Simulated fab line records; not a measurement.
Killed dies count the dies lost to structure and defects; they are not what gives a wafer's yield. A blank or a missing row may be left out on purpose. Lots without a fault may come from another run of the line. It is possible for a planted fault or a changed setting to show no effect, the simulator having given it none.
A single fault, viewed from 2 desks    flow n5 finfet    each desk has only its own numbers; what lay behind them comes last

## TOOL OWNER'S DESK, rie diel-03
The tool's own readings at N5_BEOL_M11_ETCH_62 (etches SOC in N2/H2, target depth 110 nm, overetch 22 nm, time 165 s): means of the sampled wafers that have a number, for each lot that ran on this tool. The brackets show how far a lot's mean lies from the usual mean; more than 4 standard deviations puts the lot out of limits, marked OUT.
Columns: A = drypump motor current A at N5_BEOL_M11_ETCH_62, usual 5.6 A; B = oes product au at N5_BEOL_M11_ETCH_62, usual 0.67 a.u.; C = rf vpp V at N5_BEOL_M11_ETCH_62, usual 524 V; D = showerhead plenum p Torr at N5_BEOL_M11_ETCH_62, usual 2.53 Torr; E = temp c at N5_BEOL_M11_ETCH_62, usual 39.98 C; F = throttle valve pct at N5_BEOL_M11_ETCH_62, usual 17.76 %
lot   first seen here  A    B     C    D     E      F
L928  day 10 09:50     5.4  0.60  526  2.61  39.93  17.83
L930  day 10 18:40     5.3  0.63  524  2.54  39.97  17.70
L938  day 12 14:06     5.3  0.60  526  2.62  40.00  17.73
L939  day 12 21:47     5.4  0.71  525  2.61  39.98  17.62
This desk's finding: nothing out of limits on any of the 4 lots.

## AT THE METROLOGY DESK
What the gauges read for every lot (on any tool): the sampled wafers with a number, averaged. The brackets show how far a lot's mean lies from the usual mean; more than 4 standard deviations puts the lot out of limits, marked OUT. Readings shown: 7 out of 14 (the first out of limits, and those lying furthest out on some lot).
Columns: A = IOFF_P at N5_BEOL_M4_RC_MEAS_101, usual 0.206 nA/um; B = SS_N at N5_BEOL_M4_RC_MEAS_101, usual 71.5 mV/dec; C = VT_P at N5_BEOL_M4_RC_MEAS_101, usual -250.6 mV; D = M10_RS at N5_BEOL_M10_RS_MEAS_57, usual 0.150 ohm/sq; E = cd nm at N5_BEOL_M11_CD_MEAS_18, usual 70.0 nm; F = trench depth nm at N5_BEOL_M11_OCD_MEAS_38, usual 149.9 nm; G = cd nm at N5_BEOL_M11_CD_MEAS_35, usual 70.0 nm
lot   first seen here  A      B     C       D      E     F               G
L928  day 8 00:16      0.174  71.2  -254.5  0.156  70.8  147.9           70.7
L929  day 8 05:33      0.190  70.7  -251.6  0.150  69.3  148.6           69.2
L930  day 8 10:10      0.209  72.0  -251.4  0.151  70.4  153.5           70.3
L938  day 9 23:26      0.190  71.8  -251.4  0.151  69.8  82.6 (-27) OUT  69.7
L939  day 10 18:02     0.203  71.8  -250.3  0.154  69.6  80.2 (-28) OUT  69.5
L944  day 11 15:38     0.208  71.3  -250.4  0.149  69.4  151.1           69.1
L947  day 12 17:07     0.166  71.4  -255.3  0.150  69.2  149.3           69.5
L949  day 13 01:10     0.208  71.2  -247.3  0.147  71.1  148.0           71.1
Finding of this desk: L938, L939 out of limits; the first was L938 at day 12 16:58, on trench depth nm at N5_BEOL_M11_OCD_MEAS_38. L928, L929, L930, L944, L947, L949 stayed within limits.

## ALL TOGETHER
At day 12 16:58 the metrology desk could have sounded an alarm, on L938, L939.
The tool owner's desk saw nothing out of limits.
On record at the tool owner's desk: L938, L939, within its limits.
N5_BEOL_M11_ETCH_62 was run on rie diel-03 by each of the lots named.

## WHAT WAS PUT IN BY THE SIMULATOR
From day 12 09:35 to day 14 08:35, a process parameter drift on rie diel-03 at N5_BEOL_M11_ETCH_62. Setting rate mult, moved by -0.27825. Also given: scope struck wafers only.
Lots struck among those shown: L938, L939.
Delay in hours, fault start to first out-of-limits reading, per desk: metrology desk 7.
